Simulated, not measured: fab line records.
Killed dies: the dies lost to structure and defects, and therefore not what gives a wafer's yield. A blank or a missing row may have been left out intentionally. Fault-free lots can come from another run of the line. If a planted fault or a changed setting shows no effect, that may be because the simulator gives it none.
fab line records    flow n5-finfet    part 1 of 2: steps 1 to 17 of 27
[record] lots = 5  wafers = 15  last-day = 17
route steps=1938 shown SD_EPI_N@264
lots that met no fault: taken from a fault-free run of the same line
start-h: hours from the record's opening day to when the first of the lot's shown wafers began    wait-h: hours elapsed since this lot's preceding step    " identical to the entry in the row above    L1.1+2: several wafers, shown together as one row    - no value present, or no start provided    * or withheld: withheld    < > ~ a bound
route shown NAME@n: names a module that has steps shown in the file, with the first one's number in the route    usual: the fault-free wafers' mean and standard deviation    same: alike in all rows    chamber/n: place in a boat    sites: per-site readings    _std_site: standard deviation across them    _edge_site: mean of outer sites minus mean of inner sites    radius-mm: for every site, how far away it sits from the centre of the wafer    mask NAME#n: copy n    behind: the most recent tool/chamber to have shaped the wafer    hold: why the lot was held/for how many hours/how that ended    device: which transistor (n, p or np) failed to switch    end of line: the route-end tests of the same wafers    where a step has no rows: the recipe by itself    killed: at the first sort, the dies lost to defects and structure; wafer yield is something else    map: per-die view of a wafer (x killed, . not killed, _ where there is no die)
set.NAME: the setting the step ran with; set.NAME@STEP: the setting that earlier step ran with    model.NAME: the simulator's own value behind a step, which no gauge read
lots at some steps of the route; a table a step, a row a wafer
services: from which hour (start-h, from the record's first day; less than 0 if before it) a tool's chamber was out of use, for how many hours, and why
[[steps]]
[step N5_SD_EPI_N_COAT_03]
[recipe] resist = CAR-ArF-block  spin-rpm = 1500  resist-thk-nm = 150
[usual] exhaust-pa = 45.0/0.84
lot.wafer  tool            chamber  start-h  wait-h  exhaust-pa
L074.1     litho-track-01  0        -        -       44.3
L074.4     "               0        "        "       45.0
L074.6     "               0        "        "       42.8
L078.3     litho-track-04  0        -        -       45.9
L078.4     "               0        "        "       46.4
L078.5     "               0        "        "       46.1
L080.1     litho-track-01  0        -        -       44.3
L080.2     "               0        "        "       45.7
L080.5     "               0        "        "       44.3
L083.1     litho-track-05  0        -        -       45.8
L083.3     "               0        "        "       45.0
L083.4     "               0        "        "       46.5
L087.1     litho-track-04  0        -        -       43.9
L087.3     "               0        "        "       45.4
L087.4     "               0        "        "       44.6
[step N5_SD_EPI_N_EBR_05]
[recipe] solvent = PGMEA  ebr-width-mm = 1.5
[usual] exhaust-pa = 44.9/0.96
lot.wafer  tool            chamber  start-h  wait-h  exhaust-pa
L074.1     litho-track-01  0        -        -       43.6
L074.4     "               0        "        "       43.6
L074.6     "               0        "        "       45.0
L078.3     litho-track-04  0        -        -       44.7
L078.4     "               0        "        "       43.5
L078.5     "               0        "        "       44.3
L080.1     litho-track-01  0        -        -       44.0
L080.2     "               0        "        "       45.1
L080.5     "               0        "        "       45.6
L083.1     litho-track-05  0        -        -       46.0
L083.3     "               0        "        "       44.6
L083.4     "               0        "        "       45.2
L087.1     litho-track-04  0        -        -       45.5
L087.3     "               0        "        "       44.6
L087.4     "               0        "        "       45.4
[step N5_SD_EPI_N_SOFTBAKE_04]
[recipe] temp-c = 110  time-s = 60  resist = CAR-ArF-block
[usual] exhaust-pa = 45.1/0.93
[same] time-s = 60
lot.wafer  tool            chamber  start-h  wait-h  exhaust-pa
L074.1     litho-track-01  0        -        -       45.5
L074.4     "               0        "        "       45.9
L074.6     "               0        "        "       46.2
L078.3     litho-track-04  0        -        -       44.5
L078.4     "               0        "        "       44.8
L078.5     "               0        "        "       45.5
L080.1     litho-track-01  0        -        -       45.6
L080.2     "               0        "        "       45.7
L080.5     "               0        "        "       46.8
L083.1     litho-track-05  0        -        -       44.6
L083.3     "               0        "        "       45.4
L083.4     "               0        "        "       45.1
L087.1     litho-track-04  0        -        -       44.8
L087.3     "               0        "        "       45.2
L087.4     "               0        "        "       46.4
[step N5_SD_EPI_N_EXPOSE_06]
[recipe] mask-id = SD_N_BLK  na = 1.35  source-shape = conventional  sigma-outer = 0.8  polarization = unpolarized  target-cd-nm = 120  dose-mj = 39.75
lot.wafer   tool             chamber  start-h  wait-h  mask
L074.1+4+6  arfi-scanner-02  0        50.65    -       SD_N_BLK#0
L078.3+4+5  arfi-scanner-03  0        73.89    -       SD_N_BLK#0
L080.1+2+5  arfi-scanner-02  0        85.62    -       SD_N_BLK#0
L083.1+3+4  arfi-scanner-01  0        103.49   -       SD_N_BLK#0
L087.1+3+4  arfi-scanner-01  0        128.48   -       SD_N_BLK#0
[step N5_SD_EPI_N_PEB_07]
[recipe] peb-temp-c = 110  peb-time-s = 60  resist = CAR-ArF-block
[usual] exhaust-pa = 44.9/0.85
lot.wafer  tool            chamber  start-h  wait-h  exhaust-pa
L074.1     litho-track-01  0        50.71    0.1     45.4
L074.4     "               0        "        "       45.5
L074.6     "               0        "        "       44.8
L078.3     litho-track-04  0        73.94    0.0     44.8
L078.4     "               0        "        "       44.1
L078.5     "               0        "        "       44.0
L080.1     litho-track-01  0        85.68    0.1     45.3
L080.2     "               0        "        "       43.9
L080.5     "               0        "        "       45.5
L083.1     litho-track-01  0        103.54   0.1     45.4
L083.3     "               0        "        "       44.7
L083.4     "               0        "        "       45.9
L087.1     litho-track-05  0        128.54   0.1     44.2
L087.3     "               0        "        "       45.0
L087.4     "               0        "        "       45.6
[step N5_SD_EPI_N_DEVELOP_08]
[recipe] develop-time-s = 30  developer = TMAH  resist = CAR-ArF-block  dev-temp-c = 23  rinse-liquid = diw  dry = air-spin
[usual] exhaust-pa = 45.1/0.9
lot.wafer  tool            chamber  start-h  wait-h  exhaust-pa
L074.1     litho-track-01  0        -        -       45.4
L074.4     "               0        "        "       44.5
L074.6     "               0        "        "       43.6
L078.3     litho-track-04  0        -        -       45.1
L078.4     "               0        "        "       45.7
L078.5     "               0        "        "       45.1
L080.1     litho-track-01  0        -        -       45.1
L080.2     "               0        "        "       43.7
L080.5     "               0        "        "       44.5
L083.1     litho-track-01  0        -        -       45.5
L083.3     "               0        "        "       45.5
L083.4     "               0        "        "       45.4
L087.1     litho-track-05  0        -        -       43.8
L087.3     "               0        "        "       43.9
L087.4     "               0        "        "       45.7
[step N5_SD_EPI_N_CD_MEAS_09]
[recipe] target-cd-nm = 120  landing-energy-ev = 500  detector = se-inlens
[usual] cd-nm = 120.0/0.57
lot.wafer  tool       chamber  start-h  wait-h  cd-nm
L074.1     cd-sem-01  0        50.78    -       119.9
L074.4     "          0        "        "       119.7
L074.6     "          0        "        "       120.0
L078.3     cd-sem-03  0        74.01    -       120.0
L078.4     "          0        "        "       120.6
L078.5     "          0        "        "       120.0
L080.1     cd-sem-02  0        85.75    -       119.6
L080.2     "          0        "        "       120.1
L080.5     "          0        "        "       119.6
L083.1     cd-sem-01  0        103.61   -       118.5
L083.3     "          0        "        "       118.2
L083.4     "          0        "        "       118.9
L087.1     cd-sem-02  0        128.61   -       120.5
L087.3     "          0        "        "       120.0
L087.4     "          0        "        "       120.5
[step N5_SD_EPI_N_OVL_MEAS_10]
[recipe] points-per-wafer = 44
[usual] SD_N_BLK_OVL = -0.5/0.69
lot.wafer  tool        chamber  start-h  wait-h  SD_N_BLK_OVL[nm]
L074.1     overlay-02  0        50.81    0.0     -1.2
L074.4     "           0        "        "       -1.6
L074.6     "           0        "        "       -1.7
L078.3     overlay-01  0        74.04    0.0     -0.6
L078.4     "           0        "        "       0.6
L078.5     "           0        "        "       0.0
L080.1     overlay-02  0        85.78    0.0     0.2
L080.2     "           0        "        "       0.8
L080.5     "           0        "        "       -0.1
L083.1     overlay-01  0        103.64   0.0     -1.1
L083.3     "           0        "        "       -1.1
L083.4     "           0        "        "       -1.2
L087.1     overlay-02  0        128.64   0.0     0.4
L087.3     "           0        "        "       -0.2
L087.4     "           0        "        "       -1.7
[step N5_SD_EPI_N_INSPECT_11]
[recipe] mode = adi  inspect-instrument = macro
[usual] raw-defect-count = 2.0/1.4
lot.wafer  tool               chamber  start-h  wait-h  raw-defect-count
L074.1     defect-inspect-02  -        50.83    0.0     1
L074.4     "                  -        "        "       2
L074.6     "                  -        "        "       2
L078.3     defect-inspect-02  -        74.06    0.0     3
L078.4     "                  -        "        "       0
L078.5     "                  -        "        "       3
L080.1     defect-inspect-02  -        85.80    0.0     4
L080.2     "                  -        "        "       3
L080.5     "                  -        "        "       2
L083.1     defect-inspect-01  -        103.67   0.0     3
L083.3     "                  -        "        "       3
L083.4     "                  -        "        "       2
L087.1     defect-inspect-01  -        128.66   0.0     2
L087.3     "                  -        "        "       2
L087.4     "                  -        "        "       0
[step N5_SD_EPI_N_DESCUM_14]
[recipe] chemistry = O2  time-s = 7.9  source-power-w = 50  bias-power-w = 20  pressure-mtorr = 20  rf-frequency-hz = 2.712e+07  temp-c = 40  resist = CAR-ArF-block  o2-flow-sccm = 225
[usual] bias-power-w = 20.00/0.064  drypump-motor-current-A = 5.47/0.21  oes-product-au = 0.81/0.083  rf-fwd-power-W = 49.44/0.2  rf-vpp-V = 243.1/1.4  showerhead-plenum-p-Torr = 2.09/0.07  throttle-valve-pct = 20.37/0.25
[same] time-s = 7.9
lot.wafer  tool         chamber  start-h  wait-h  bias-power-w  drypump-motor-current-A  oes-product-au  rf-fwd-power-W  rf-hours-counter-h  rf-vpp-V  showerhead-plenum-p-Torr  throttle-valve-pct
L074.1     rie-diel-03  0        50.97    0.1     19.95         5.45                     0.77            49.33           117                 242.9     2.11                      20.33
L074.4     "            2        "        "       20.03         5.59                     0.80            49.42           -                   240.6     1.93                      20.31
L074.6     "            0        "        "       20.01         5.43                     0.78            49.45           -                   243.4     2.11                      20.35
L078.3     rie-diel-03  2        74.10    0.0     19.97         5.60                     0.78            49.51           108                 241.1     1.93                      20.32
L078.4     "            0        "        "       20.02         5.47                     0.76            49.41           129                 243.3     2.11                      20.37
L078.5     "            0        "        "       19.95         5.47                     0.76            49.56           -                   242.9     2.11                      20.36
L080.1     rie-diel-06  1        86.92    1.1     19.97         5.88                     0.84            49.44           57                  243.1     2.12                      19.89
L080.2     "            0        "        "       20.01         5.54                     0.76            49.10           148                 242.2     2.01                      20.56
L080.5     "            3        "        "       20.13         5.33                     0.82            49.54           -                   243.0     2.12                      20.50
L083.1     rie-diel-06  3        104.06   0.4     20.04         5.32                     0.82            49.22           99                  244.1     2.12                      20.52
L083.3     "            2        "        "       19.98         5.27                     0.75            49.47           164                 241.5     2.09                      20.15
L083.4     "            1        "        "       19.99         5.84                     0.83            49.70           62                  241.9     2.12                      19.89
L087.1     rie-diel-05  0        128.70   0.0     19.95         5.11                     0.76            49.51           148                 243.8     2.18                      20.72
L087.3     "            3        "        "       19.93         5.60                     0.96            49.67           13                  241.5     2.15                      20.28
L087.4     "            2        "        "       19.97         5.93                     0.74            49.34           179                 243.0     2.08                      20.28
[step N5_SD_EPI_N_ETCH_34]
[recipe] chemistry = CF4  target = SiARC  target-depth-a = 455  mask-material = CAR-ArF-block  time-s = 75.8  ion-energy-ev = 80  pressure-mtorr = 40  source-w = 545  bias-w = 36  Ar_flow_sccm = 100  cf4-flow-sccm = 100  ends = cleared
[usual] cf4-flow-sccm = 100.00/0.29  drypump-motor-current-A = 5.47/0.21  etch-rf-on-time-s = 76.1/1  oes-product-au = 0.69/0.07  rf-fwd-power-W = 540.2/2  rf-vpp-V = 184.0/1.2  showerhead-plenum-p-Torr = 2.14/0.065  throttle-valve-pct = 15.56/0.23
lot.wafer  tool         chamber  start-h  wait-h  cf4-flow-sccm  drypump-motor-current-A  etch-rf-on-time-s  oes-product-au  rf-fwd-power-W  rf-hours-counter-h  rf-vpp-V  showerhead-plenum-p-Torr  throttle-valve-pct
L074.1     rie-diel-03  0        51.01    0.0     99.65          5.43                     75.3               0.66            541.7           117                 185.0     2.16                      15.52
L074.4     "            2        "        "       100.44         5.60                     74.7               0.68            536.6           -                   182.1     2.00                      15.61
L074.6     "            0        "        "       99.99          5.46                     75.9               0.66            541.4           -                   184.3     2.16                      15.53
L078.3     rie-diel-03  2        74.13    0.0     100.20         5.60                     75.9               0.67            536.7           108                 181.9     1.99                      15.62
L078.4     "            0        "        "       100.13         5.44                     77.0               0.65            541.3           129                 184.5     2.15                      15.55
L078.5     "            0        "        "       100.21         5.45                     76.6               0.65            538.9           -                   184.6     2.15                      15.55
L080.1     rie-diel-06  1        86.95    0.0     100.03         5.87                     76.0               0.71            541.7           57                  184.7     2.18                      15.17
L080.2     "            0        "        "       99.83          5.53                     77.8               0.65            536.0           148                 182.7     2.06                      15.73
L080.5     "            3        "        "       99.83          5.30                     76.8               0.70            539.9           -                   185.2     2.16                      15.62
L083.1     rie-diel-06  3        104.09   0.0     99.91          5.35                     74.7               0.70            538.2           99                  184.3     2.16                      15.63
L083.3     "            2        "        "       100.35         5.25                     74.8               0.64            541.9           164                 183.8     2.14                      15.41
L083.4     "            1        "        "       100.25         5.86                     74.1               0.71            539.8           63                  184.3     2.18                      15.17
L087.1     rie-diel-05  0        128.73   0.0     100.03         5.12                     76.8               0.65            540.2           148                 185.5     2.23                      15.90
L087.3     "            3        "        "       100.11         5.61                     75.4               0.81            542.6           13                  183.5     2.19                      15.40
L087.4     "            2        "        "       99.73          5.89                     77.8               0.62            540.1           179                 184.0     2.14                      15.49
[step N5_SD_EPI_N_ETCH_35]
[recipe] chemistry = N2/H2  target = SOC  overetch-a = 1080  mask-material = SiARC  temp-c = 40  ion-energy-ev = 100  source-w = 3000  bias-w = 133  pressure-mtorr = 20  time-s = 486  n2-flow-sccm = 200  h2-flow-sccm = 200
[usual] drypump-motor-current-A = 5.48/0.21  oes-product-au = 0.72/0.07  rf-fwd-power-W = 2995/8.9  rf-vpp-V = 240.7/1.3  showerhead-plenum-p-Torr = 2.54/0.082  throttle-valve-pct = 23.74/0.24
[same] time-s = 486
lot.wafer  tool         chamber  start-h  wait-h  drypump-motor-current-A  oes-product-au  rf-fwd-power-W  rf-hours-counter-h  rf-vpp-V  showerhead-plenum-p-Torr  throttle-valve-pct
L074.1     rie-diel-03  0        51.06    0.0     5.49                     0.69            3003            117                 240.7     2.56                      23.53
L074.4     "            2        "        "       5.60                     0.71            2996            -                   238.3     2.35                      23.65
L074.6     "            0        "        "       5.49                     0.70            3004            -                   240.7     2.56                      23.52
L078.3     rie-diel-03  2        74.19    0.0     5.62                     0.70            3003            108                 239.4     2.35                      23.66
L078.4     "            0        "        "       5.44                     0.69            2997            129                 240.6     2.55                      23.56
L078.5     "            0        "        "       5.47                     0.69            3004            -                   240.9     2.55                      23.54
L080.1     rie-diel-06  1        87.01    0.0     5.89                     0.75            2987            57                  239.6     2.58                      23.54
L080.2     "            0        "        "       5.53                     0.69            2997            148                 239.9     2.42                      23.91
L080.5     "            3        "        "       5.31                     0.73            2989            -                   241.6     2.57                      24.01
L083.1     rie-diel-06  3        104.15   0.0     5.34                     0.73            2979            100                 241.3     2.57                      24.00
L083.3     "            2        "        "       5.28                     0.67            2995            164                 241.9     2.53                      23.50
L083.4     "            1        "        "       5.87                     0.74            3014            63                  241.1     2.57                      23.54
L087.1     rie-diel-05  0        128.79   0.0     5.13                     0.68            2990            148                 243.3     2.64                      24.05
L087.3     "            3        "        "       5.62                     0.85            3004            13                  242.4     2.60                      23.63
L087.4     "            2        "        "       5.89                     0.66            2990            179                 240.5     2.53                      23.46
[step N5_SD_EPI_N_STRIP_36]
[recipe] chemistry = N2/H2  temp-c = 40  n2-flow-sccm = 200  h2-flow-sccm = 200  rf-frequency-hz = 6e+07
lot.wafer   tool         chamber  start-h  wait-h
L074.1+4+6  rie-diel-03  0,2,0    51.38    0.2
L078.3+4+5  rie-diel-03  2,0,0    74.50    0.2
L080.1+2+5  rie-diel-06  1,0,3    87.32    0.2
L083.1+3+4  rie-diel-06  3,2,1    104.46   0.2
L087.1+3+4  rie-diel-05  0,3,2    129.10   0.2
[step N5_SD_EPI_N_ETCHBACK_44]
[recipe] chemistry = CH3F/O2  mode = anisotropic-etchback  target = SiNx  target-depth-a = 145  stop-on = SiO2  over-etch-frac = 0.3  ion-energy-ev = 120  pressure-mtorr = 30  source-w = 395  bias-w = 73  Ar_flow_sccm = 150  CH3F_flow_sccm = 30  O2_flow_sccm = 20
[usual] CH3F_flow_sccm = 30.00/0.093  drypump-motor-current-A = 5.47/0.21  oes-product-au = 0.69/0.067  rf-fwd-power-W = 393.7/1.4  rf-vpp-V = 298.5/2.3  showerhead-plenum-p-Torr = 2.00/0.063  throttle-valve-pct = 16.29/0.22
lot.wafer  tool         chamber  start-h  wait-h  CH3F_flow_sccm  drypump-motor-current-A  oes-product-au  rf-fwd-power-W  rf-hours-counter-h  rf-vpp-V  showerhead-plenum-p-Torr  throttle-valve-pct
L074.1     rie-diel-03  0        51.39    0.0     30.00           5.46                     0.66            393.6           117                 298.1     2.01                      16.25
L074.4     "            2        "        "       30.06           5.59                     0.68            394.6           -                   294.4     1.85                      16.30
L074.6     "            0        "        "       29.93           5.46                     0.66            394.1           -                   298.5     2.01                      16.26
L078.3     rie-diel-03  2        74.51    0.0     29.93           5.61                     0.67            394.8           108                 294.5     1.85                      16.33
L078.4     "            0        "        "       30.13           5.43                     0.65            396.3           129                 299.3     2.01                      16.29
L078.5     "            0        "        "       30.14           5.42                     0.65            395.1           -                   296.8     2.01                      16.29
L080.1     rie-diel-06  1        87.33    0.0     29.94           5.86                     0.71            393.6           57                  298.5     2.04                      15.89
L080.2     "            0        "        "       29.91           5.49                     0.66            391.9           148                 296.9     1.92                      16.49
L080.5     "            3        "        "       29.90           5.34                     0.71            390.7           -                   301.1     2.02                      16.39
L083.1     rie-diel-06  3        104.47   0.0     29.96           5.30                     0.69            392.3           100                 300.9     2.02                      16.39
L083.3     "            2        "        "       30.03           5.27                     0.63            394.0           165                 299.8     2.00                      16.13
L083.4     "            1        "        "       30.04           5.84                     0.70            393.4           63                  299.4     2.04                      15.91
L087.1     rie-diel-05  0        129.11   0.0     30.08           5.12                     0.64            393.1           148                 296.7     2.08                      16.62
L087.3     "            3        "        "       30.12           5.61                     0.82            392.3           13                  298.1     2.05                      16.13
L087.4     "            2        "        "       29.98           5.94                     0.64            396.7           180                 301.6     2.00                      16.26
[step N5_SD_EPI_N_ETCH_45]
[recipe] chemistry = CH3F/O2  target = SiOCN  target-depth-a = 60  mask-material = SOC  ion-energy-ev = 60  bias-w = 29  pressure-mtorr = 15  source-w = 410  Ar_flow_sccm = 150  CH3F_flow_sccm = 30  O2_flow_sccm = 20
[usual] CH3F_flow_sccm = 30.00/0.083  drypump-motor-current-A = 5.47/0.21  oes-product-au = 0.81/0.082  rf-fwd-power-W = 408.5/1.2  rf-vpp-V = 127.5/0.95  showerhead-plenum-p-Torr = 2.00/0.063  throttle-valve-pct = 23.27/0.23
lot.wafer  tool         chamber  start-h  wait-h  CH3F_flow_sccm  drypump-motor-current-A  oes-product-au  rf-fwd-power-W  rf-hours-counter-h  rf-vpp-V  showerhead-plenum-p-Torr  throttle-valve-pct
L074.1     rie-diel-03  0        51.49    0.1     29.99           5.46                     0.77            407.8           117                 127.2     2.01                      23.20
L074.4     "            2        "        "       30.17           5.59                     0.80            408.8           -                   127.1     1.85                      23.25
L074.6     "            0        "        "       30.01           5.48                     0.77            406.6           -                   128.3     2.01                      23.19
L078.3     rie-diel-03  2        74.61    0.1     29.89           5.61                     0.78            408.5           108                 126.9     1.84                      23.27
L078.4     "            0        "        "       29.82           5.44                     0.76            407.0           129                 128.2     2.00                      23.22
L078.5     "            0        "        "       29.99           5.46                     0.76            410.4           -                   127.7     2.00                      23.21
L080.1     rie-diel-06  1        87.43    0.1     29.90           5.86                     0.83            407.7           57                  127.6     2.03                      22.87
L080.2     "            0        "        "       29.86           5.52                     0.76            407.4           148                 128.0     1.91                      23.51
L080.5     "            3        "        "       29.92           5.31                     0.83            408.8           -                   127.7     2.02                      23.38
L083.1     rie-diel-06  3        104.57   0.1     29.96           5.32                     0.82            409.2           100                 128.9     2.02                      23.41
L083.3     "            2        "        "       29.94           5.29                     0.74            407.4           165                 127.7     1.99                      23.03
L083.4     "            1        "        "       30.03           5.84                     0.83            406.6           63                  128.9     2.03                      22.85
L087.1     rie-diel-05  0        129.21   0.1     29.98           5.11                     0.76            408.4           148                 128.6     2.07                      23.62
L087.3     "            3        "        "       30.01           5.60                     0.96            407.1           13                  127.5     2.04                      23.19
L087.4     "            2        "        "       30.04           5.87                     0.73            408.4           180                 128.6     1.99                      23.19
[step N5_SD_EPI_N_ETCH_16]
[recipe] chemistry = CHF3/O2  target = SiO2  target-depth-a = 50  mask-material = SOC  pressure-mtorr = 30  source-w = 650  bias-w = 170  Ar_flow_sccm = 200  CHF3_flow_sccm = 50  O2_flow_sccm = 5  ion-energy-ev = 200
[usual] drypump-motor-current-A = 5.47/0.21  oes-product-au = 0.81/0.081  rf-fwd-power-W = 643.5/2.5  rf-vpp-V = 526/3.9  showerhead-plenum-p-Torr = 2.41/0.072  throttle-valve-pct = 18.85/0.22
lot.wafer  tool         chamber  start-h  wait-h  drypump-motor-current-A  oes-product-au  rf-fwd-power-W  rf-hours-counter-h  rf-vpp-V  showerhead-plenum-p-Torr  throttle-valve-pct
L074.1     rie-diel-03  0        51.59    0.1     5.47                     0.77            645.3           117                 526       2.43                      18.81
L074.4     "            2        "        "       5.61                     0.78            639.1           -                   519       2.24                      18.88
L074.6     "            0        "        "       5.47                     0.77            646.8           -                   525       2.43                      18.83
L078.3     rie-diel-03  2        74.71    0.1     5.61                     0.79            640.9           108                 519       2.24                      18.88
L078.4     "            0        "        "       5.47                     0.76            641.1           129                 526       2.42                      18.82
L078.5     "            0        "        "       5.43                     0.77            644.9           -                   526       2.42                      18.82
L080.1     rie-diel-06  1        87.53    0.1     5.86                     0.83            646.7           57                  526       2.45                      18.44
L080.2     "            0        "        "       5.51                     0.77            641.0           148                 523       2.32                      19.05
L080.5     "            3        "        "       5.31                     0.84            640.9           -                   530       2.43                      18.95
L083.1     rie-diel-06  3        104.67   0.1     5.31                     0.82            641.4           100                 528       2.43                      18.93
L083.3     "            2        "        "       5.28                     0.75            645.2           165                 531       2.41                      18.65
L083.4     "            1        "        "       5.90                     0.84            646.1           63                  526       2.45                      18.45
L087.1     rie-diel-05  0        129.31   0.1     5.13                     0.75            643.6           148                 522       2.50                      19.18
L087.3     "            3        "        "       5.58                     0.96            642.2           13                  525       2.46                      18.69
L087.4     "            2        "        "       5.92                     0.75            640.9           180                 531       2.40                      18.76
[step N5_SD_EPI_N_STRIP_47]
[recipe] chemistry = CHF3/O2  resist = SiARC  rf-frequency-hz = 6e+07
lot.wafer   tool         chamber  start-h  wait-h
L074.1+4+6  rie-diel-03  0,2,0    51.63    0.0
L078.3+4+5  rie-diel-03  2,0,0    74.75    0.0
L080.1+2+5  rie-diel-06  1,0,3    87.57    0.0
L083.1+3+4  rie-diel-06  3,2,1    104.71   0.0
L087.1+3+4  rie-diel-05  0,3,2    129.35   0.0
